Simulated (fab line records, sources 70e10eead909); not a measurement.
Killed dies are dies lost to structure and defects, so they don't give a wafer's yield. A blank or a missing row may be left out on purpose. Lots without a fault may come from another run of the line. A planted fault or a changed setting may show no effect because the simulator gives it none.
A struck lot beside a sound one | flow nand_harc | 43 steps out of a route of 1159
Sound: wafers L729.2, L729.3, L729.5. Struck: wafers L739.2, L739.5. (L739.6 of the same lot was not struck and is left out.) The cause comes at the end.
At each step with rows: each side's tool, then ch and its chambers, then its first start. Under that, the readings that differ: sound wafers | struck wafers | difference of the means | sigmas: that difference in standard deviations of wafers without a fault.
alike: readings whose means differ by less than 2 such deviations, and words and numbers that are the same on both sides. not compared: withheld readings, readings that some wafer has no value for, bounds like >300 that may hide the same value, and numbers for which the record gives no deviation and whose values overlap.
The two part at a step that has a row with sigmas, a row that says differs or no value, or rows on one side only. Numbers that don't overlap but have no deviation are shown without sigmas and don't part them. A reading that every wafer of one side lacks parts them only if that side has two wafers or more.

first, 7 steps without rows for these wafers: NHARC_A_CONTACT_COAT_62 (time 65 s); NHARC_A_CONTACT_COAT_63 (resist thk 90 nm); NHARC_A_CONTACT_SOFTBAKE_64 (time 55 s); NHARC_A_CONTACT_EBR_65; NHARC_A_CONTACT_EXPOSE_66 (exposes mask A CC 2); NHARC_A_CONTACT_PEB_67 (peb time 65 s); NHARC_A_CONTACT_DEVELOP_68 (develop time 35 s).
NHARC_A_CONTACT_CD_MEAS_69: target cd 200 nm.
  sound on cd_sem-01 ch 0, day 17 05:45; struck on cd_sem-03 ch 0, day 19 23:49
  alike: cd_nm
NHARC_A_CONTACT_OVL_MEAS_70:
  sound on overlay-01, day 17 05:50; struck on overlay-02, day 19 23:54
  alike: overlay_x_nm, overlay_y_nm
NHARC_A_CONTACT_INSPECT_71:
  sound on defect_inspect-01, day 17 05:52; struck on defect_inspect-01, day 19 23:56
  alike: raw_defect_count
then, 2 steps without rows for these wafers: NHARC_A_CONTACT_DESCUM_74 (chemistry O2, time 3 s); NHARC_A_CONTACT_ETCH_75 (etches the open film in CF4, target depth 39 nm, time 65 s).
NHARC_A_CONTACT_ETCH_76: etches the open film in N2/H2, target depth 260 nm, time 475.3 s.
  sound on rie_diel-05 ch 0,2,3, day 17 06:17; struck on rie_diel-05 ch 0, day 20 00:11
  alike: drypump_motor_current_A, n2_flow_sccm, oes_product_au, rf_vpp_V, showerhead_plenum_p_Torr, throttle_valve_pct
  not compared: rf_hours_counter_h
then, 4 steps without rows for these wafers: NHARC_A_CONTACT_ETCH_77 (etches the open film in CF4/CHF3, target depth 72.6 nm, time 36.3 s); NHARC_A_CONTACT_ETCH_78 (etches the open film in O2/COS, target depth 2800 nm, time 728 s); NHARC_A_CONTACT_ETCH_124 (etches the open film in C4F8/O2/Ar, time 140 s, target depth 700 nm); NHARC_A_CONTACT_ETCH_125 (etches the open film in C4F8/O2/Ar, time 155 s, target depth 956 nm).
NHARC_A_CONTACT_ETCH_126: etches the open film in C4F8/O2/Ar, time 155 s, target depth 956 nm.
  sound on har_cap_etch-03 ch 0,1, day 17 07:43; struck on har_cap_etch-02 ch 0,1, day 20 01:28
  not compared: rf_hours_counter_h
then, 1 step without rows for these wafers: NHARC_A_CONTACT_ETCH_127 (etches the open film in C4F8/O2/Ar, time 155 s, target depth 956 nm).
NHARC_A_CONTACT_ETCH_128: etches the open film in C4F8/O2/Ar, time 155 s, target depth 956 nm.
  sound on har_cap_etch-03 ch 0,1, day 17 08:00; struck on har_cap_etch-02 ch 0,1, day 20 01:45
  not compared: rf_hours_counter_h
then, 2 steps without rows for these wafers: NHARC_A_CONTACT_ETCH_129 (etches the open film in C4F8/O2/Ar, time 155 s, target depth 956 nm); NHARC_A_CONTACT_ETCH_130 (etches the open film in C4F8/O2/Ar, time 155 s, target depth 956 nm).
NHARC_A_CONTACT_ETCH_131: etches the open film in C4F8/O2/Ar, time 155 s, target depth 956 nm.
  sound on har_cap_etch-03 ch 0,1, day 17 08:26; struck on har_cap_etch-02 ch 0,1, day 20 02:10
  not compared: rf_hours_counter_h
NHARC_A_CONTACT_ETCH_132: etches the open film in C4F8/O2/Ar, time 156 s, target depth 958 nm.
  sound on har_cap_etch-03 ch 0,1, day 17 08:34; struck on har_cap_etch-02 ch 0,1, day 20 02:19
  not compared: rf_hours_counter_h
then, 1 step without rows for these wafers: NHARC_A_CONTACT_ETCH_133 (etches the open film in C4F8/O2/Ar, time 195 s, target depth 840 nm).
NHARC_A_CONTACT_ETCH_91: etches the open film in CH3F/O2, target depth 40 nm, time 85.7 s.
  sound on rie_diel-13 ch 0,1,2, day 17 09:16; struck on rie_diel-07 ch 0,2, day 20 03:04
  reading                         | sound          | struck    | difference | sigmas
  oes_product_au (a.u.)           | 0.92 0.91 0.95 | 1.01 1.03 | +0.09      | +3
  showerhead_plenum_p_Torr (Torr) | 2.61 2.56 2.57 | 2.40 2.44 | -0.16      | -2
  alike: drypump_motor_current_A, rf_vpp_V, throttle_valve_pct
  not compared: rf_hours_counter_h
then, 1 step without rows for these wafers: NHARC_A_CONTACT_ETCH_97 (etches the open film in C4F6/O2, target depth 20 nm, time 10 s).
NHARC_A_CONTACT_CD_MEAS_80:
  sound on cd_sem-03, day 17 09:34; struck on cd_sem-01, day 20 03:26
  reading    | sound             | struck      | difference | sigmas
  cd_nm (nm) | 191.4 190.4 189.8 | 189.1 188.7 | -1.6       | -2
then, 14 steps without rows for these wafers: NHARC_A_CONTACT_STRIP_103 (strips in N2/H2); NHARC_A_CONTACT_STRIP_104 (strips in CF4/CHF3); NHARC_A_CONTACT_STRIP_105 (strips in O2/COS); NHARC_A_CONTACT_ETCH_106 (etches the open film in CF4/O2, target depth 60 nm, overetch 6 nm, time 33 s); NHARC_A_CONTACT_STRIP_82 (strips in O2); NHARC_A_CONTACT_STRIP_83 (strips in post etch residue remover, time 600 s); NHARC_A_CONTACT_DEP_84 (deposits aC, target thk 2000 nm); NHARC_A_CONTACT_DEP_85 (deposits SiON, target thk 50 nm); NHARC_A_CONTACT_DEHYDRATE_00 (time 120 s); NHARC_A_CONTACT_HMDS_01 (time 30 s); NHARC_A_CONTACT_COAT_86 (time 75 s); NHARC_A_CONTACT_COAT_87 (time 65 s); NHARC_A_CONTACT_COAT_02 (resist thk 90 nm); NHARC_A_CONTACT_SOFTBAKE_03 (time 55 s).
-- the record jumps here: 3 days lie between the struck wafers' starts before and after (it left off in module A_CONTACT and takes up again in module END, whose first step shown is number 1159 of the route) --
NHARC_END_SORT_01:
  the record has rows for the struck wafers here (prober-01 ch 0, day 22 15:42) and none for the sound ones

WHERE THEY PART
First at NHARC_A_CONTACT_ETCH_91; last, within this record, at NHARC_END_SORT_01.

WHY: what the simulator had put in
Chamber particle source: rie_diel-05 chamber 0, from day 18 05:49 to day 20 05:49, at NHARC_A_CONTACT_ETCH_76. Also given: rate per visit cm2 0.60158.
